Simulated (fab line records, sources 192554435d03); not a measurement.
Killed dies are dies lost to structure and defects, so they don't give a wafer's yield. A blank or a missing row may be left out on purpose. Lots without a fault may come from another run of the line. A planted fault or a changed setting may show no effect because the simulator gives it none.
fab line records | flow n5_finfet
record lots=8 wafers=21 last_day=19
route steps=1938 shown BEOL_M4@1111 BEOL_M8@1336 PASSIVATION@1936
lots that met no fault: from a run of the same line without faults
start_h: hours from the record's first day to the start of the lot's first wafer shown | wait_h: hours since the lot's step before | " the same as in the row above | L1.1+2: a row that stands for several wafers | - no value, or no start given | * or withheld: withheld | < > ~ a bound
route shown NAME@n: a module of which the file shows steps, and the number in the route of the first | usual: mean/standard deviation of fault-free wafers | same: alike in all rows | chamber/n: place in a boat | sites: the reading at each site | _std_site: their standard deviation | _edge_site: outer sites' mean less inner sites' | radius_mm: how far each site lies from the wafer's centre | mask NAME#n: copy n | behind: the tool/chamber that last shaped the wafer | hold: why the lot was held/for how many hours/how that ended | device: the transistor (n, p or np) that didn't switch | end of line: the same wafers' tests at the end of the route | a step without rows: its recipe alone | killed: dies lost to structure and defects at the first sort, not the wafer's yield | map: a wafer's dies, x killed, . not, _ none there
set.NAME: the setting as run; set.NAME@STEP: as run at that earlier step | model.NAME: the simulator's own value behind a step, which no gauge read
steps of the route over a sample of lots; a table a step, a row a wafer
services: from which hour (start_h, from the record's first day; less than 0 if before it) a tool's chamber was out of use, for how many hours, and why
## steps
# step N5_BEOL_M4_RC_MEAS_101
# usual DIBL_N=36.0/1.9 DIBL_P=35.6/2.2 IOFF_N=0.15/0.031 IOFF_P=0.19/0.032 ION_N=668/11 ION_P=455/7.2 SS_N=71.5/0.65 SS_P=73.4/0.64 VT_N=251/3.6 VT_P=-253/3.3
# columns lot.wafer tool chamber start_h wait_h DIBL_N[mV/V] DIBL_P[mV/V] IOFF_N[nA/um] IOFF_P[nA/um] ION_N[uA/um] ION_P[uA/um] SS_N[mV/dec] SS_P[mV/dec] VT_N[mV] VT_P[mV]
L103.1 prober-01 0 241.22 0.0 37.8 38.5 0.18 0.21 682 457 72.4 73.8 249 -252
L103.2 " 0 " " 38.2 39.4 0.19 0.23 678 459 72.5 73.5 249 -253
L103.4 " 0 " " 36.1 37.7 0.16 0.21 677 466 71.5 73.6 248 -252
L105.3 prober-02 0 248.01 0.3 34.0 33.2 0.12 0.19 650 452 71.2 72.7 255 -251
L105.5 " 0 " " 34.2 32.6 0.12 0.17 660 453 71.1 72.7 257 -255
L105.6 " 0 " " 32.9 32.8 0.11 0.17 665 458 71.4 72.7 254 -254
L109.2 prober-01 0 295.37 0.2 38.7 37.3 0.17 0.22 674 461 71.9 74.7 250 -250
L109.3 " 0 " " 37.5 35.6 0.15 0.19 672 454 72.2 73.6 251 -251
L109.5 " 0 " " 37.1 35.4 0.15 0.18 659 446 71.0 73.3 256 -255
L110.1 prober-02 0 304.20 0.0 36.9 37.9 0.18 0.21 683 459 71.5 73.2 246 -253
L110.5 " 0 " " 38.0 38.5 0.20 0.22 685 461 71.9 74.0 247 -250
L115.4 prober-02 0 314.13 0.5 38.8 38.4 0.18 0.24 674 462 72.7 74.6 248 -252
L115.5 " 0 " " 38.1 37.0 0.17 0.20 671 458 71.4 73.9 250 -253
L117.1 prober-02 0 322.43 0.0 35.0 34.7 0.14 0.19 672 460 71.3 73.9 254 -254
L117.2 " 0 " " 35.7 34.8 0.15 0.18 666 452 72.6 74.2 251 -253
L117.6 " 0 " " 36.2 35.4 0.14 0.19 658 449 71.9 73.3 256 -252
L114.4 prober-01 0 323.13 0.5 36.8 34.7 0.14 0.18 666 459 71.3 73.7 248 -253
L114.6 " 0 " " 38.8 37.1 0.18 0.21 683 461 72.0 73.4 248 -250
L118.2 prober-02 0 325.97 0.2 38.4 38.5 0.20 0.25 679 460 72.8 73.9 247 -249
L118.3 " 0 " " 35.8 34.8 0.15 0.20 679 463 71.7 73.3 251 -251
L118.6 " 0 " " 36.5 36.0 0.17 0.22 675 465 72.1 74.1 250 -252
# step N5_BEOL_M8_HM_DEP_02
# recipe material=TiN target_thk_a=200 temp_c=25 chamber_pressure_pa=0.49996
# usual throttle_valve_pct=29.8/0.8
# columns lot.wafer tool chamber start_h wait_h throttle_valve_pct
L103.1 pvd_sputter-03 - 273.05 0.5 29.5
L103.2 " - " " 29.7
L103.4 " - " " 30.7
L105.3 pvd_sputter-01 - 282.67 1.3 30.1
L105.5 " - " " 29.8
L105.6 " - " " 30.4
L109.2 pvd_sputter-01 - 334.53 3.6 28.1
L109.3 " - " " 30.1
L109.5 " - " " 29.7
L110.1 pvd_sputter-01 - 335.69 2.8 28.2
L110.5 " - " " 30.2
L115.4 pvd_sputter-01 - 343.58 0.9 29.9
L115.5 " - " " 31.1
L114.4 pvd_sputter-01 - 357.55 2.8 28.3
L114.6 " - " " 31.3
L117.1 pvd_sputter-03 - 357.58 2.7 30.8
L117.2 " - " " 29.8
L117.6 " - " " 30.6
L118.2 pvd_sputter-02 - 363.02 0.5 28.9
L118.3 " - " " 30.0
L118.6 " - " " 30.0
# step N5_BEOL_M8_ETCH_62
# recipe chemistry=N2/H2 target=SOC target_depth_a=1100 overetch_a=220 mask_material=SiARC temp_c=40 time_s=165 ion_energy_ev=200 pressure_mtorr=30 source_w=840 bias_w=150 n2_flow_sccm=200 h2_flow_sccm=200
# usual drypump_motor_current_A=5.7/0.36 oes_product_au=0.69/0.06 rf_vpp_V=525.4/1.7 showerhead_plenum_p_Torr=2.59/0.061 throttle_valve_pct=17.57/0.3
# columns lot.wafer tool chamber start_h wait_h drypump_motor_current_A oes_product_au rf_hours_counter_h rf_vpp_V showerhead_plenum_p_Torr throttle_valve_pct
L103.1 rie_diel-01 1 273.68 0.0 5.3 0.60 238 525.9 2.60 17.96
L103.2 " 0 " " 5.9 0.71 53 527.7 2.69 17.32
L103.4 " 2 " " 5.9 0.67 96 526.9 2.68 17.60
L105.3 rie_diel-01 3 283.34 0.0 5.3 0.71 64 525.1 2.57 17.53
L105.5 " 0 " " 5.9 0.71 - 528.6 2.69 17.32
L105.6 " 1 " " 5.3 0.60 - 526.8 2.60 17.98
L109.2 rie_diel-04 1 335.09 0.0 6.2 0.59 245 525.7 2.61 18.21
L109.3 " 3 " " 5.5 0.70 60 524.6 2.56 17.30
L109.5 " 0 " " 6.1 0.72 - 524.1 2.57 17.42
L110.1 rie_diel-01 3 336.41 0.0 5.2 0.69 84 524.0 2.56 17.56
L110.5 " 2 " " 5.9 0.64 - 527.7 2.67 17.61
L115.4 rie_diel-06 3 344.26 0.0 5.0 0.78 8 528.2 2.71 17.37
L115.5 " 2 " " 5.7 0.72 - 524.1 2.59 17.49
L117.1 rie_diel-04 1 358.31 0.0 6.2 0.58 253 525.4 2.60 18.21
L117.2 " 0 " " 6.1 0.71 85 523.6 2.57 17.45
L117.6 " 0 " " 6.1 0.71 - 524.7 2.57 17.44
L114.4 rie_diel-01 1 358.36 0.1 5.3 0.82 - 524.7 2.59 17.55
L114.6 " 2 " " 6.0 0.64 - 526.9 2.66 17.63
L118.2 rie_diel-01 2 363.67 0.0 5.9 0.63 129 526.9 2.66 17.66
L118.3 " 0 " " 5.9 0.69 83 528.7 2.67 17.39
L118.6 " 2 " " 5.9 0.65 - 527.8 2.66 17.65
# step N5_BEOL_M8_ETCH_65
# recipe chemistry=CF4 target=SiARC target_depth_a=156 mask_material=CAR-EUV time_s=26 ion_energy_ev=80 pressure_mtorr=40 source_w=545 bias_w=36 Ar_flow_sccm=100 cf4_flow_sccm=100 ends=cleared
# usual drypump_motor_current_A=5.6/0.35 etch_rf_on_time_s=26.0/0.59 mfc_ar_sccm=100.0/0.33 oes_product_au=0.70/0.069 rf_vpp_V=184.5/0.99 showerhead_plenum_p_Torr=2.19/0.046 throttle_valve_pct=15.38/0.25
# columns lot.wafer tool chamber start_h wait_h drypump_motor_current_A etch_rf_on_time_s mfc_ar_sccm oes_product_au rf_hours_counter_h rf_vpp_V showerhead_plenum_p_Torr throttle_valve_pct
L103.1 rie_diel-04 2 276.01 0.0 5.9 26.5 99.6 0.59 233 184.6 2.11 15.76
L103.2 " 3 " " 5.5 26.0 99.6 0.72 43 182.8 2.18 15.21
L103.4 " 0 " " 6.1 25.8 99.4 0.75 58 182.9 2.18 15.14
L105.3 rie_diel-01 0 287.45 0.0 5.9 26.3 99.8 0.71 58 186.1 2.26 15.16
L105.5 " 2 " " 5.9 26.6 100.3 0.66 - 187.7 2.22 15.33
L105.6 " 3 " " 5.2 24.8 100.4 0.72 - 185.1 2.18 15.39
L109.2 rie_diel-04 3 339.31 0.0 5.5 25.7 100.5 0.70 62 184.2 2.18 15.27
L109.3 " 3 " " 5.5 25.9 100.5 0.70 - 184.3 2.18 15.25
L109.5 " 0 " " 6.1 25.5 99.6 0.74 - 183.7 2.17 15.21
L110.1 rie_diel-01 2 339.58 0.0 5.9 26.7 100.2 0.65 120 184.4 2.22 15.35
L110.5 " 3 " " 5.3 25.2 100.1 0.71 - 185.6 2.17 15.42
L115.4 rie_diel-01 2 346.19 0.0 5.9 26.7 100.2 0.64 123 186.0 2.22 15.37
L115.5 " 3 " " 5.2 24.9 99.7 0.71 - 184.2 2.17 15.43
L114.4 rie_diel-01 1 359.49 0.0 5.3 25.7 99.3 0.83 - 184.6 2.20 15.43
L114.6 " 2 " " 5.9 26.8 100.0 0.64 - 186.2 2.21 15.37
L117.1 rie_diel-04 0 361.27 0.0 6.1 25.7 99.9 0.72 86 183.3 2.17 15.22
L117.2 " 3 " " 5.5 25.7 100.0 0.69 71 185.2 2.17 15.27
L117.6 " 3 " " 5.5 25.8 99.8 0.69 - 182.9 2.17 15.27
L118.2 rie_diel-04 0 367.37 0.0 6.1 25.9 99.6 0.71 88 185.6 2.17 15.20
L118.3 " 3 " " 5.5 26.1 100.1 0.69 74 184.1 2.17 15.28
L118.6 " 2 " " 5.9 25.9 100.2 0.81 - 182.9 2.11 15.30
# step N5_BEOL_M8_VIA_ETCH_34
# recipe chemistry=C4F6/O2 target=SiCOH_lowk target_depth_a=1255 mask_material=SOC taper_deg=4 time_s=50.5 ion_energy_ev=250 pressure_mtorr=30 source_w=345 bias_w=185 Ar_flow_sccm=300 C4F6_flow_sccm=10 O2_flow_sccm=10
# usual drypump_motor_current_A=5.6/0.35 mfc_ar_sccm=300.0/0.87 oes_f_703_au=0.82/0.076 oes_o_777_au=0.82/0.075 oes_product_au=0.82/0.08 rf_vpp_V=664/16 showerhead_plenum_p_Torr=2.91/0.065 throttle_valve_pct=20.66/0.27
# columns lot.wafer tool chamber start_h wait_h drypump_motor_current_A mfc_ar_sccm oes_f_703_au oes_o_777_au oes_product_au rf_hours_counter_h rf_vpp_V showerhead_plenum_p_Torr throttle_valve_pct
L103.1 rie_diel-04 2 276.14 0.0 5.9 300.3 0.70 0.71 0.69 233 671 2.82 21.04
L103.2 " 3 " " 5.5 299.8 0.83 0.86 0.87 43 700 2.90 20.51
L103.4 " 0 " " 6.1 301.3 0.86 0.89 0.89 58 676 2.88 20.38
L105.3 rie_diel-01 0 287.58 0.0 5.9 300.0 0.81 0.82 0.83 58 666 3.03 20.55
L105.5 " 2 " " 6.0 300.0 0.79 0.79 0.77 - 653 2.95 20.49
L105.6 " 3 " " 5.2 300.8 0.86 0.85 0.85 - 642 2.90 20.71
L109.2 rie_diel-04 3 339.50 0.0 5.5 299.7 0.81 0.84 0.83 62 700 2.89 20.53
L109.3 " 3 " " 5.5 299.8 0.80 0.83 0.83 - 700 2.89 20.54
L109.5 " 0 " " 6.1 298.6 0.85 0.86 0.85 - 675 2.88 20.42
L110.1 rie_diel-01 2 339.71 0.0 5.9 299.3 0.76 0.77 0.75 120 653 2.95 20.54
L110.5 " 3 " " 5.3 300.1 0.84 0.84 0.46 - 644 2.89 20.64
L115.4 rie_diel-01 2 346.32 0.0 5.9 299.7 0.76 0.77 0.39 123 653 2.94 20.42
L115.5 " 3 " " 5.3 299.7 0.84 0.83 0.39 - 644 2.89 20.61
L114.4 rie_diel-01 1 359.63 0.0 5.3 301.2 0.95 0.94 0.44 - 666 2.92 20.63
L114.6 " 2 " " 5.9 299.6 0.76 0.76 0.75 - 653 2.94 20.55
L117.1 rie_diel-04 0 361.40 0.0 6.1 298.8 0.84 0.85 0.84 86 674 2.87 20.42
L117.2 " 3 " " 5.5 301.3 0.79 0.82 0.81 71 699 2.89 20.54
L117.6 " 3 " " 5.5 300.7 0.80 0.82 0.82 - 699 2.89 20.55
L118.2 rie_diel-04 0 367.50 0.0 6.1 300.0 0.83 0.85 0.84 88 674 2.87 20.43
L118.3 " 3 " " 5.5 298.5 0.80 0.83 0.81 74 700 2.89 20.56
L118.6 " 2 " " 5.9 299.7 0.93 0.94 0.95 - 671 2.81 20.69
# step N5_BEOL_M8_STRIP_36
# recipe chemistry=N2/H2 power_w=450 temp_c=40 pressure_mtorr=20 rf_frequency_hz=6e+07 overash_fraction=0.3 bias_power_w=7 h2_frac=0.5 n2_flow_sccm=200 h2_flow_sccm=200
# usual drypump_motor_current_A=5.6/0.35 oes_product_au=0.83/0.079 rf_vpp_V=59.4/1.4 showerhead_plenum_p_Torr=2.59/0.065 throttle_valve_pct=23.32/0.25
# columns lot.wafer tool chamber start_h wait_h drypump_motor_current_A oes_product_au rf_hours_counter_h rf_vpp_V showerhead_plenum_p_Torr throttle_valve_pct
L103.1 rie_diel-04 2 276.19 0.0 5.9 0.71 233 58.0 2.49 23.79
L103.2 " 3 " " 5.5 0.86 43 58.6 2.56 23.01
L103.4 " 0 " " 6.1 0.88 58 60.7 2.58 23.30
L105.3 rie_diel-01 0 287.63 0.0 5.9 0.84 58 60.6 2.68 23.12
L105.5 " 2 " " 5.9 0.78 - 60.8 2.67 23.31
L105.6 " 3 " " 5.3 0.84 - 57.8 2.56 23.34
L109.2 rie_diel-04 3 339.58 0.0 5.5 0.81 62 56.8 2.56 23.03
L109.3 " 3 " " 5.5 0.82 - 59.7 2.56 23.05
L109.5 " 0 " " 6.1 0.85 - 59.2 2.57 23.30
L110.1 rie_diel-01 2 339.76 0.0 5.9 0.77 120 58.9 2.66 23.34
L110.5 " 3 " " 5.2 0.82 - 58.3 2.56 23.31
L115.4 rie_diel-01 2 346.37 0.0 6.0 0.75 123 59.2 2.66 23.34
L115.5 " 3 " " 5.2 0.82 - 57.9 2.56 23.34
L114.4 rie_diel-01 1 359.68 0.0 5.3 0.98 - 59.0 2.59 23.40
L114.6 " 2 " " 6.0 0.75 - 59.4 2.66 23.32
L117.1 rie_diel-04 0 361.45 0.0 6.1 0.85 86 61.3 2.56 23.34
L117.2 " 3 " " 5.5 0.82 71 58.4 2.55 23.06
L117.6 " 3 " " 5.5 0.82 - 58.1 2.55 23.04
L118.2 rie_diel-04 0 367.55 0.0 6.1 0.85 88 59.4 2.56 23.34
L118.3 " 3 " " 5.6 0.81 74 60.1 2.55 23.04
L118.6 " 2 " " 5.9 0.96 - 59.9 2.48 23.50
# step N5_BEOL_M8_OCD_MEAS_38
# usual trench_depth_nm=93.4/1.8
# columns lot.wafer tool chamber start_h wait_h trench_depth_nm
L103.1 ocd-02 - 276.38 - 91.9
L103.2 " - " " 95.2
L103.4 " - " " 94.7
L105.3 ocd-01 - 287.83 - 92.7
L105.5 " - " " 90.4
L105.6 " - " " 94.4
L109.2 ocd-02 - 339.86 - 95.3
L109.3 " - " " 95.8
L109.5 " - " " 95.7
L110.1 ocd-01 - 339.96 - 91.9
L110.5 " - " " 26.8
L115.4 ocd-02 - 346.57 - 21.5
L115.5 " - " " 15.9
L114.4 ocd-02 - 359.86 - 13.2
L114.6 " - " " 90.7
L117.1 ocd-01 - 361.65 - 95.4
L117.2 " - " " 95.6
L117.6 " - " " 95.6
L118.2 ocd-01 - 367.75 - 93.7
L118.3 " - " " 95.7
L118.6 " - " " 95.3
# step N5_BEOL_M8_THK_MEAS_53
# recipe thk_meas_gauge=xrf reads=Cu_of_BEOL_M8_ECD_50
# usual M8_THK=78.7/2.2
# columns lot.wafer tool chamber start_h wait_h M8_THK[nm]
L103.1 film_metro-01 - 280.12 - 76.7
L103.2 " - " " 78.4
L103.4 " - " " 79.1
L105.3 film_metro-01 - 290.14 - 78.3
L105.5 " - " " 76.9
L105.6 " - " " 79.3
L109.2 film_metro-01 - 342.73 - 80.9
L109.3 " - " " 81.2
L109.5 " - " " 79.6
L110.1 film_metro-01 - 343.00 - 77.1
L110.5 " - " " -
L115.4 film_metro-01 - 348.85 - -
L115.5 " - " " -
L114.4 film_metro-02 - 362.81 - -
L114.6 " - " " 77.9
L117.1 film_metro-02 - 364.44 - 82.5
L117.2 " - " " 82.5
L117.6 " - " " 83.2
L118.2 film_metro-02 - 371.30 - 80.3
L118.3 " - " " 81.9
L118.6 " - " " 81.4
# step N5_PASSIVATION_PROBE_49
# usual defect_limited_yield=91.3/1.4 killed_at_M0_to_M3=34/10 killed_at_M4_up=14/5.5 killed_at_contacts=12/6 killed_at_front_end=40/10 killed_at_other=3.0/2.4 killed_dies=103/17 killed_on_rim=13/4.3 killed_open=68/13 killed_short=34/7.8 sort_bin_5_function=5.1/0.97 sort_bin_6_memory=3.3/0.66 sort_n_pass=1077/17 sort_yield_pct=91.2/1.4
# same gross_dies=1180 killed_at_back_side=0 sort_bin_4_leakage[%]=0 sort_bin_8_speed[%]=0
# columns lot.wafer tool chamber start_h wait_h defect_limited_yield[%] killed_at_M0_to_M3 killed_at_M4_up killed_at_contacts killed_at_front_end killed_at_other killed_dies killed_on_rim killed_open killed_short sort_bin_5_function[%] sort_bin_6_memory[%] sort_n_pass sort_yield_pct[%]
L103.1 prober-02 - 347.58 0.0 91.1 32 13 13 42 5 105 20 66 32 5.6 2.5 1075 91.1
L103.2 prober-02 - 347.63 0.1 93.8 34 7 10 19 3 73 8 49 24 3.6 2.2 1107 93.8
L103.4 prober-02 - 347.73 0.2 91.3 27 28 11 35 2 103 16 72 31 5.0 3.4 1077 91.3
L105.3 prober-01 - 356.71 0.1 90.8 38 14 15 36 5 108 12 74 31 5.3 3.6 1072 90.8
L105.5 prober-01 - 356.81 0.2 90.6 33 23 14 40 1 111 21 74 33 5.1 4.1 1069 90.6
L105.6 prober-01 - 356.86 0.3 91.0 27 18 19 40 2 106 9 79 25 5.5 3.4 1074 91.0
L109.2 prober-02 - 404.46 0.1 93.1 31 13 4 32 2 82 10 54 27 4.5 1.9 1098 93.1
L109.3 prober-02 - 404.51 0.1 92.1 27 7 17 42 0 93 12 61 29 4.4 3.3 1087 92.1
L109.5 prober-02 - 404.61 0.2 91.1 41 16 9 38 1 105 8 77 27 4.8 3.9 1075 91.1
L110.1 prober-02 - 410.10 0.0 93.1 27 12 9 32 1 81 11 64 16 4.0 2.9 1099 93.1
L110.5 prober-02 - 410.30 0.2 20.9 24 859 7 39 4 933 152 55 28 75.5 2.7 247 20.9
L115.4 prober-01 - 422.22 0.2 29.2 33 731 22 49 1 836 78 83 32 66.8 3.8 344 29.2
L115.5 prober-01 - 422.27 0.2 18.1 33 880 11 30 13 967 119 68 29 78.7 3.1 213 18.1
L117.1 prober-02 - 424.43 0.0 87.5 49 23 10 63 2 147 21 105 39 7.8 4.6 1033 87.5
L117.2 prober-02 - 424.48 0.1 90.3 39 16 12 46 1 114 11 79 35 5.3 3.8 1066 90.3
L117.6 prober-02 - 424.68 0.3 90.5 39 23 9 39 2 112 15 86 26 5.3 4.0 1068 90.5
L114.4 prober-02 - 434.82 0.2 21.8 18 854 23 25 3 923 123 47 27 75.3 2.3 257 21.8
L114.6 prober-02 - 434.92 0.3 92.9 36 10 10 26 2 84 11 54 27 4.8 2.1 1096 92.9
L118.2 prober-01 - 450.33 0.1 91.2 34 15 7 42 6 104 12 61 40 5.3 2.9 1076 91.2
L118.3 prober-01 - 450.38 0.1 92.6 29 16 3 35 4 87 15 52 34 5.6 1.5 1093 92.6
L118.6 prober-01 - 450.53 0.3 93.1 24 10 7 34 7 82 10 53 26 3.8 3.1 1098 93.1
# killed by level:class
L103.1 STI_FIN_REVEAL:geometric_particle:open=15 BEOL_M1:geometric_particle:open=11 MOL_CONTACT_COAG:geometric_particle:open=11 BEOL_M0_SAQP:geometric_particle:short=8 BEOL_M0_SAQP:geometric_particle:open=7 FIN_SAQP:geometric_particle:short=5 STI_FIN_REVEAL:geometric_particle:short=4 HKMG_FIN:area_etch=4
L103.2 MOL_CONTACT_COAG:geometric_particle:open=9 BEOL_M0_SAQP:geometric_particle:open=8 BEOL_M1:geometric_particle:open=6 BEOL_M0_SAQP:geometric_particle:short=5 FIN_SAQP:geometric_particle:open=4 STI_FIN_REVEAL:geometric_particle:open=3 GATE_CUT:geometric_particle:open=3 BEOL_M0:geometric_particle:short=3
L103.4 STI_FIN_REVEAL:geometric_particle:open=13 BEOL_M4:geometric_particle:open=12 BEOL_M0_SAQP:geometric_particle:open=8 BEOL_M0_SAQP:geometric_particle:short=8 MOL_CONTACT_COAG:geometric_particle:open=7 STI_FIN_REVEAL:geometric_particle:short=6 BEOL_M3:geometric_particle:open=5 BEOL_M4:geometric_particle:short=5
L105.3 BEOL_M2:geometric_particle:open=13 MOL_CONTACT_COAG:geometric_particle:open=11 BEOL_M1:geometric_particle:open=8 FIN_SAQP:geometric_particle:short=5 FIN_SAQP:geometric_particle:open=5 BEOL_M5:geometric_particle:open=5 STI_FIN_REVEAL:geometric_particle:open=4 ILD0:geometric_particle:short=4
L105.5 FIN_SAQP:geometric_particle:short=12 MOL_CONTACT_COAG:geometric_particle:open=10 BEOL_M2:geometric_particle:open=9 BEOL_M4:geometric_particle:open=9 FIN_SAQP:geometric_particle:open=8 BEOL_M3:geometric_particle:open=7 STI_FIN_REVEAL:geometric_particle:open=6 BEOL_M1:geometric_particle:open=6
L105.6 FIN_SAQP:geometric_particle:open=13 MOL_CONTACT_COAG:geometric_particle:open=12 FIN_SAQP:geometric_particle:short=7 MOL_CONTACT_COAG:geometric_particle:short=7 BEOL_M2:geometric_particle:open=7 BEOL_M3:geometric_particle:open=7 STI_FIN_REVEAL:geometric_particle:open=6 BEOL_M1:geometric_particle:open=6
L109.2 BEOL_M4:geometric_particle:open=10 BEOL_M3:geometric_particle:open=9 FIN_SAQP:geometric_particle:open=8 BEOL_M0_SAQP:geometric_particle:short=7 BEOL_M0_SAQP:geometric_particle:open=7 GATE_CUT:geometric_particle:short=5 FIN_SAQP:geometric_particle:short=4 STI_FIN_REVEAL:geometric_particle:open=4
L109.3 MOL_CONTACT_COAG:geometric_particle:open=12 FIN_SAQP:geometric_particle:open=10 BEOL_M0_SAQP:geometric_particle:open=7 MOL_CONTACT_COAG:geometric_particle:short=5 BEOL_M0_SAQP:geometric_particle:short=5 STARTING-WAFER:geometric_particle:short=5 STI_FIN_REVEAL:geometric_particle:open=4 GATE_CUT:geometric_particle:short=4
L109.5 FIN_SAQP:geometric_particle:open=16 BEOL_M3:geometric_particle:open=13 BEOL_M4:geometric_particle:open=9 BEOL_M0_SAQP:geometric_particle:short=8 MOL_CONTACT_COAG:geometric_particle:open=7 BEOL_M0_SAQP:geometric_particle:open=7 BEOL_M2:geometric_particle:open=5 DUMMY_GATE:geometric_particle:open=4
L110.1 STI_FIN_REVEAL:geometric_particle:open=13 FIN_SAQP:geometric_particle:open=9 MOL_CONTACT_COAG:geometric_particle:open=9 BEOL_M3:geometric_particle:open=9 DUMMY_GATE:geometric_particle:open=5 BEOL_M0_SAQP:geometric_particle:short=5 BEOL_M1:geometric_particle:open=4 BEOL_M2:geometric_particle:open=4
L110.5 BEOL_M8:area_open=849 FIN_SAQP:geometric_particle:open=14 FIN_SAQP:geometric_particle:short=10 BEOL_M0:geometric_particle:open=6 STI_FIN_REVEAL:geometric_particle:open=5 MOL_CONTACT_COAG:geometric_particle:open=5 BEOL_M0_SAQP:geometric_particle:open=5 BEOL_M4:geometric_particle:open=5
L115.4 BEOL_M8:area_open=719 BEOL_M3:geometric_particle:open=17 MOL_CONTACT_COAG:geometric_particle:open=14 DUMMY_GATE:geometric_particle:open=10 STI_FIN_REVEAL:geometric_particle:open=9 GATE_CUT:geometric_particle:short=8 BEOL_M4:geometric_particle:open=7 FIN_SAQP:geometric_particle:open=6
L115.5 BEOL_M8:area_open=870 MOL_CONTACT_COAG:geometric_particle:open=10 BEOL_M3:geometric_particle:open=10 BEOL_M1:geometric_particle:open=9 BEOL_M4:geometric_particle:open=7 FIN_SAQP:geometric_particle:short=5 STI_FIN_REVEAL:geometric_particle:open=5 DUMMY_GATE:geometric_particle:open=4
L117.1 STI_FIN_REVEAL:geometric_particle:open=23 FIN_SAQP:geometric_particle:open=14 BEOL_M2:geometric_particle:open=11 BEOL_M1:geometric_particle:open=11 BEOL_M4:geometric_particle:open=10 FIN_SAQP:geometric_particle:short=9 BEOL_M0_SAQP:geometric_particle:short=8 MOL_CONTACT_COAG:geometric_particle:open=7
L117.2 BEOL_M1:geometric_particle:open=14 STI_FIN_REVEAL:geometric_particle:open=11 FIN_SAQP:geometric_particle:short=10 FIN_SAQP:geometric_particle:open=9 MOL_CONTACT_COAG:geometric_particle:open=7 BEOL_M4:geometric_particle:open=7 DUMMY_GATE:geometric_particle:open=6 MOL_CONTACT_COAG:geometric_particle:short=5
L117.6 BEOL_M2:geometric_particle:open=12 FIN_SAQP:geometric_particle:open=10 MOL_CONTACT_COAG:geometric_particle:open=8 BEOL_M1:geometric_particle:open=8 STI_FIN_REVEAL:geometric_particle:open=7 BEOL_M5:geometric_particle:open=6 BEOL_M3:geometric_particle:open=6 FIN_SAQP:geometric_particle:short=5
L114.4 BEOL_M8:area_open=847 MOL_CONTACT_COAG:geometric_particle:open=20 FIN_SAQP:geometric_particle:short=6 BEOL_M0_SAQP:geometric_particle:open=5 STARTING-WAFER:geometric_particle:short=5 FIN_SAQP:geometric_particle:open=4 BEOL_M0_SAQP:geometric_particle:short=4 BEOL_M3:geometric_particle:open=4
L114.6 FIN_SAQP:geometric_particle:short=9 BEOL_M3:geometric_particle:open=9 MOL_CONTACT_COAG:geometric_particle:open=8 BEOL_M0_SAQP:geometric_particle:open=7 BEOL_M0:geometric_particle:open=7 BEOL_M2:geometric_particle:open=4 FIN_SAQP:geometric_particle:open=3 STI_FIN_REVEAL:geometric_particle:short=3
L118.2 FIN_SAQP:geometric_particle:short=10 BEOL_M0_SAQP:geometric_particle:short=10 BEOL_M0_SAQP:geometric_particle:open=7 MOL_CONTACT_COAG:geometric_particle:open=7 BEOL_M1:geometric_particle:open=7 DUMMY_GATE:geometric_particle:open=6 GATE_CUT:geometric_particle:short=5 GATE_CUT:geometric_particle:open=5
L118.3 STI_FIN_REVEAL:geometric_particle:open=8 BEOL_M0_SAQP:geometric_particle:short=8 FIN_SAQP:geometric_particle:open=6 BEOL_M3:geometric_particle:short=6 FIN_SAQP:geometric_particle:short=5 BEOL_M4:geometric_particle:open=5 BEOL_M0_SAQP:geometric_particle:open=4 GATE_CUT:geometric_particle:short=3
L118.6 FIN_SAQP:geometric_particle:open=8 BEOL_M3:geometric_particle:open=7 GATE_CUT:geometric_particle:short=6 MOL_CONTACT_COAG:geometric_particle:open=6 FIN_SAQP:geometric_particle:short=5 BEOL_M0_SAQP:geometric_particle:open=5 BEOL_M2:geometric_particle:open=4 BEOL_M5:geometric_particle:open=4
## services
# columns tool chamber start_h hours kind
rie_diel-01 - 252.18 2.8 pm
rie_diel-06 3 304.55 - clean
rie_diel-06 3 304.55 - consumable_replace:focus_ring
rie_diel-06 3 304.55 - consumable_replace:showerhead
rie_diel-06 3 304.55 15.0 scheduled_down
rie_diel-06 3 304.55 15.0 vent_cycle
rie_diel-01 1 310.65 - clean
rie_diel-01 1 310.65 - consumable_replace:focus_ring
rie_diel-01 1 310.65 29.0 scheduled_down
rie_diel-01 1 310.65 29.0 vent_cycle
rie_diel-04 2 335.54 - clean
rie_diel-04 2 335.54 - consumable_replace:focus_ring
rie_diel-04 2 335.54 23.7 scheduled_down
rie_diel-04 2 335.54 23.7 vent_cycle
rie_diel-04 1 338.83 3.5 repair
pvd_sputter-01 - 344.74 1.6 repair
pvd_sputter-02 - 351.20 11.7 repair
rie_diel-06 1 354.22 10.2 repair
rie_diel-01 0 354.91 5.7 repair
rie_diel-04 1 359.22 - clean
rie_diel-04 1 359.22 - consumable_replace:focus_ring
rie_diel-04 1 359.22 19.2 scheduled_down
rie_diel-04 1 359.22 19.2 vent_cycle
## key
first_sign step=N5_BEOL_M8_VIA_ETCH_34 reading=oes_product_au direction=down sigmas=5 usual=0.82 struck=0.42
effect step=N5_BEOL_M8_OCD_MEAS_38 reading=trench_depth_nm direction=down sigmas=41 usual=93.4 struck=19.3
effect step=N5_BEOL_M8_THK_MEAS_53 reading=M8_THK direction=missing
effect step=N5_PASSIVATION_PROBE_49 reading=killed_at_M4_up direction=up sigmas=99+ usual=14 struck=831
more_kills_born_at N5_BEOL_M8_HM_OPEN_17@rie_metal-02=2436 N5_BEOL_M8_HM_OPEN_17@rie_metal-01=849
met_at N5_BEOL_M8_HM_DEP_02
struck_lots L110,L114,L115
struck_wafers L110.5,L114.4,L115.4,L115.5
later_rows_left_out L110.5,L114.4,L115.4,L115.5
not_acting_at N5_BEOL_M8_ETCH_62,N5_BEOL_M8_ETCH_65,N5_BEOL_M8_STRIP_36
onset_between 334.53 335.69
fault kind=process_parameter_drift tool=pvd_sputter-01 chamber=- onset_h=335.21 steps=N5_BEOL_M8_HM_DEP_02 channel=target_thk_a offset=* shape=step end_h=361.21 scope=struck_wafers_only acts_in=* stated=*
# later_rows_left_out: the simulator's readings of these wafers behind a module that went badly wrong aren't trusted and aren't shown, but for the sort
